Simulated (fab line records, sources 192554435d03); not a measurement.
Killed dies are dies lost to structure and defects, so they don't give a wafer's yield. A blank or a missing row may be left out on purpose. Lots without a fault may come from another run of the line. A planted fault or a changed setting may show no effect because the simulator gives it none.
Split-lot experiment | flow n5_finfet | 7 lots, 21 wafers read, on a route of 1938 steps

THE SPLIT
At N5_BEOL_M5_ETCH_72 (etches underlayer in N2/H2, target depth 6.5 nm, time 5.2 s), the setting bias_w was moved away from the recipe's 150 W on 9 of the 21 wafers read, by -16.3% to +17.1%. The other wafers ran this setting at the recipe's value.

The reading is taken at the split's own step.

THE READING
rf_vpp_V, in V, at N5_BEOL_M5_ETCH_72 (etches underlayer in N2/H2, target depth 6.5 nm, time 5.2 s). Fault-free wafers of this fab line usually give 521 V, standard deviation 3.1 V.

wafer  | tool, chamber at the split | bias_w as run, W | against the recipe | rf_vpp_V, V | against lot-mates on the recipe
L077.2 | rie_diel-03, 3             | 125.6            | -16.3%             | 464         | -54
L077.4 | rie_diel-03, 0             | 125.6            | -16.3%             | 463         | -55
L077.6 | rie_diel-03, 0             | 150              | recipe             | 518         | -
L079.1 | rie_diel-01, 2             | 175.6            | +17.1%             | 579         | +54
L079.3 | rie_diel-01, 0             | 175.6            | +17.1%             | 581         | +56
L079.6 | rie_diel-01, 1             | 150              | recipe             | 525         | -
L081.4 | rie_diel-01, 1             | 150              | recipe             | 526         | -
L081.5 | rie_diel-01, 1             | 130.9            | -12.7%             | 483         | -43
L081.6 | rie_diel-01, 0             | 130.9            | -12.7%             | 482         | -44
L083.2 | rie_diel-04, 1             | 150              | recipe             | 520         | -
L083.3 | rie_diel-04, 3             | 150              | recipe             | 520         | -
L083.6 | rie_diel-04, 1             | 150              | recipe             | 518         | -
L086.1 | rie_diel-03, 1             | 150              | recipe             | 523         | -
L086.4 | rie_diel-03, 2             | 127.4            | -15.1%             | 469         | -52
L086.6 | rie_diel-03, 3             | 150              | recipe             | 519         | -
L088.1 | rie_diel-03, 3             | 142              | -5.3%              | 501         | -19
L088.3 | rie_diel-03, 0             | 150              | recipe             | 520         | -
L088.6 | rie_diel-03, 0             | 142              | -5.3%              | 501         | -19
L092.2 | rie_diel-04, 3             | 150              | recipe             | 522         | -
L092.4 | rie_diel-04, 3             | 150              | recipe             | 522         | -
L092.5 | rie_diel-04, 0             | 150              | recipe             | 521         | -

THE FIT
A straight line over all 21 wafers: rf_vpp_V changes by +3.42 V for each +1% of bias_w; r = +1.00; the points scatter about the line by 2.7 V.
The same after taking each lot's own level away (the mean of its wafers on the recipe; 21 wafers): +3.32 V for each +1%; r = +1.00; scatter 1.1 V.
On that fit, the largest move of bias_w shifts the reading by 57 V.
The lots' own levels span 518.0 to 526.0 V, that is 2.6 times the standard deviation above.
So the lot-to-lot level changes the slope little: the two slopes agree.
Check: with one of the wafers moved furthest among these (+17.1%) left out of the fit, the line predicts +57.1 V for it against its lot-mates. It came out at +54 V against them.
Tool readings at the split's step, against how far the setting was moved: etch_rf_on_time_s r = -0.94; rf_vpp_V r = +1.00.

OTHER SPLITS ON THESE WAFERS
These wafers also went through other splits before the reading. Each is held against what the fit with the lots' levels taken away leaves over:
other split on the same wafers    | wafers away from the commonest value | r with rf_vpp_V (lot level and that fit taken away)
N5_BEOL_M2_TRENCH_ETCH_37 time_s  | 8                                    | -0.19
N5_BEOL_M3_ETCH_41 target_depth_a | 9                                    | -0.06
N5_BEOL_M4_EXPOSE_25 dose_mj      | 4                                    | -0.23
N5_BEOL_M4_DESCUM_33 time_s       | 5                                    | +0.24

THE WHOLE CHAIN: every reading that the file lists as answering this split, in the file's order
step               | what it does                                                | reading           | change (the file's fit)              | r (the file's)
N5_BEOL_M5_ETCH_72 | etches underlayer in N2/H2, target depth 6.5 nm, time 5.2 s | etch_rf_on_time_s | withheld for each +1% of the setting | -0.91
N5_BEOL_M5_ETCH_72 | etches underlayer in N2/H2, target depth 6.5 nm, time 5.2 s | rf_vpp_V          | +3.35 V for each +1% of the setting  | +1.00

THE FILE'S OWN FIT
rf_vpp_V changes by +3.35 V for each +1% of bias_w, r = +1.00.
